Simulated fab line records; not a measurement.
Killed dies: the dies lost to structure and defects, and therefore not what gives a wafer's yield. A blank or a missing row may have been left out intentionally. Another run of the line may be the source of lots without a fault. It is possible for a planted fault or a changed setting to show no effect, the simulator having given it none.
The same fault as seen by 2 desks    flow n5Finfet    each desk holds nothing but its own numbers, with what lay behind them at the end

## AT THE METROLOGY DESK
Means of the sampled wafers that have a number, per lot and without regard to the tool the lot ran on: this is what the gauges read. Any lot whose mean is over 4 standard deviations away from the usual mean is out of limits and marked OUT; that distance is given in the brackets. It has 10 readings; the 7 that lie furthest out on some lot are the ones shown.
Columns: A = DIBL_N at N5_BEOL_M4_RC_MEAS_101, usual 36.4 mV/V; B = DIBL_P at N5_BEOL_M4_RC_MEAS_101, usual 36.4 mV/V; C = ION_N at N5_BEOL_M4_RC_MEAS_101, usual 680 uA/um; D = ION_P at N5_BEOL_M4_RC_MEAS_101, usual 465 uA/um; E = SS_P at N5_BEOL_M4_RC_MEAS_101, usual 73.2 mV/dec; F = VT_N at N5_BEOL_M4_RC_MEAS_101, usual 249 mV; G = VT_P at N5_BEOL_M4_RC_MEAS_101, usual -250 mV
lot   first seen here  A     B     C    D    E     F    G
L419  day 8 08:55      35.2  35.4  675  463  72.7  250  -249
L424  day 9 22:27      35.5  34.5  681  471  73.1  252  -247
L427  day 10 02:14     38.3  39.3  693  474  73.8  248  -249
L430  day 11 07:11     35.8  34.6  679  461  72.7  248  -251
L431  day 11 12:10     36.9  36.1  689  473  73.5  246  -246
L435  day 12 09:25     36.0  37.0  668  459  72.8  253  -250
L436  day 12 14:55     35.7  35.3  671  460  72.3  253  -253
L438  day 13 14:23     35.8  36.8  685  462  73.3  246  -252
L440  day 13 18:07     36.1  35.4  674  471  73.2  252  -250
Finding of this desk: none of the 9 lots has anything out of limits.

## DESK OF THE TOOL OWNER: lithoTrack-01
The tool's own readings at N5_FIN_SAQP_COAT_50 (time 60 s, resist thk 35 nm): means of the sampled wafers that have a number, for each lot that ran on this tool. Any lot whose mean is over 4 standard deviations away from the usual mean is out of limits and marked OUT; that distance is given in the brackets.
Columns: A = spinSpeedRpm at N5_FIN_SAQP_COAT_50, usual 1500.1 rpm
lot   first seen here  A
L419  day 2 03:28      1499.5
L424  day 3 10:40      1499.8
L430  day 4 21:31      1622.0 (+99 or more) OUT
L431  day 5 04:37      1620.5 (+99 or more) OUT
This desk finds L430, L431 out of limits, L430 being first, at day 4 21:31 (spinSpeedRpm at N5_FIN_SAQP_COAT_50). In limits: L419, L424.

## TAKEN TOGETHER
The tool owner's desk had the chance to raise an alarm at day 4 21:31 on L430, L431.
At the metrology desk, nothing out of limits was observed.
The metrology desk holds a record of L430, L431, inside its limits.
The lots listed all ran N5_FIN_SAQP_COAT_50 on lithoTrack-01.

## WHAT THE SIMULATOR PUT IN
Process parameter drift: lithoTrack-01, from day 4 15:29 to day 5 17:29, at N5_FIN_SAQP_COAT_50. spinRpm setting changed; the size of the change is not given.
Lots struck among those shown: L430, L431.
How many hours passed from the start of the fault until each desk's first out-of-limits reading: the tool owner's desk, 6.
